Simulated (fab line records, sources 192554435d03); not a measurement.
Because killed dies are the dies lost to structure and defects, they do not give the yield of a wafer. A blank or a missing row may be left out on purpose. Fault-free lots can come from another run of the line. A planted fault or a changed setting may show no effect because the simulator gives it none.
Matching of chambers    flow n5-finfet    N5_BEOL_M2_STRIP_19 on rie-diel-01: 4 sister chambers
The step strips in O2. 20 wafers are shown with their chamber, then 10 later ones without.

== WAFERS, EACH WITH ITS CHAMBER ==
wafer   chamber  drypump-motor-current-A (A)  showerhead-plenum-p-Torr (Torr)  throttle-valve-pct (%)
L075.1  0        4.9                          2.04                             16.78
L075.4  1        5.1                          2.08                             16.50
L075.6  2        6.4                          2.13                             16.24
L077.2  1        5.0                          2.08                             16.51
L077.4  2        6.5                          2.13                             16.22
L077.5  3        5.2                          2.06                             16.78
L078.1  2        6.4                          2.13                             16.24
L078.3  0        4.9                          2.04                             16.78
L078.4  3        5.2                          2.06                             16.77
L081.3  0        4.9                          2.04                             16.80
L081.5  1        5.1                          2.07                             16.53
L081.6  2        6.5                          2.13                             16.25
L087.1  0        4.9                          2.03                             16.83
L087.3  1        5.1                          2.07                             16.57
L087.6  3        5.2                          2.05                             16.34
L091.3  2        6.4                          2.12                             16.28
L091.5  3        5.2                          2.05                             16.36
L091.6  2        6.4                          2.12                             16.29
L093.2  3        5.2                          2.05                             16.35
L093.3  2        6.4                          2.12                             16.28

SIGNATURES (means of the wafers above)
reading                   chamber 0  chamber 1  chamber 2  chamber 3  scatter within a chamber
drypump-motor-current-A   4.900      5.075      6.429      5.200      0.0369
showerhead-plenum-p-Torr  2.0375     2.0750     2.1257     2.0540     0.0054
throttle-valve-pct        16.7975    16.5275    16.2571    16.5200    0.119
Rule: a wafer lies at a distance from a chamber equal to the root of the sum of squares, over the readings, of (its reading less the chamber's mean, divided by the reading's scatter). The wafer belongs to the nearest chamber; if the next one is less than 2 further off, it can't be placed. The scatter is the square root of a quotient: the sum, over the shown wafers, of each reading's squared deviation from its chamber's mean, divided by wafers minus chambers.

== WAFERS MISSING THEIR CHAMBER ==
wafer   drypump-motor-current-A (A)  showerhead-plenum-p-Torr (Torr)  throttle-valve-pct (%)
L093.5  5.3                          2.05                             16.37
L095.1  6.4                          2.12                             16.31
L095.4  4.9                          2.03                             16.85
L095.5  5.3                          2.05                             16.39
L096.1  6.4                          2.12                             16.31
L096.2  5.0                          2.06                             16.58
L096.5  5.1                          2.06                             16.59
L097.2  4.9                          2.03                             16.85
L097.3  5.1                          2.06                             16.60
L097.5  6.4                          2.12                             16.32

== WHICH CHAMBER EACH ONE RAN IN ==
wafer   from the rows above      in truth
L093.5  3                        3
L095.1  2                        2
L095.4  0                        0
L095.5  3                        3
L096.1  2                        2
L096.2  can't be placed: 1 or 0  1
L096.5  can't be placed: 1 or 3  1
L097.2  0                        0
L097.3  can't be placed: 1 or 3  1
L097.5  2                        2
Placed correctly: 7 of 10. Not placeable from these rows: 3 (in 3, the candidates include the true chamber). Wrongly placed: 0.
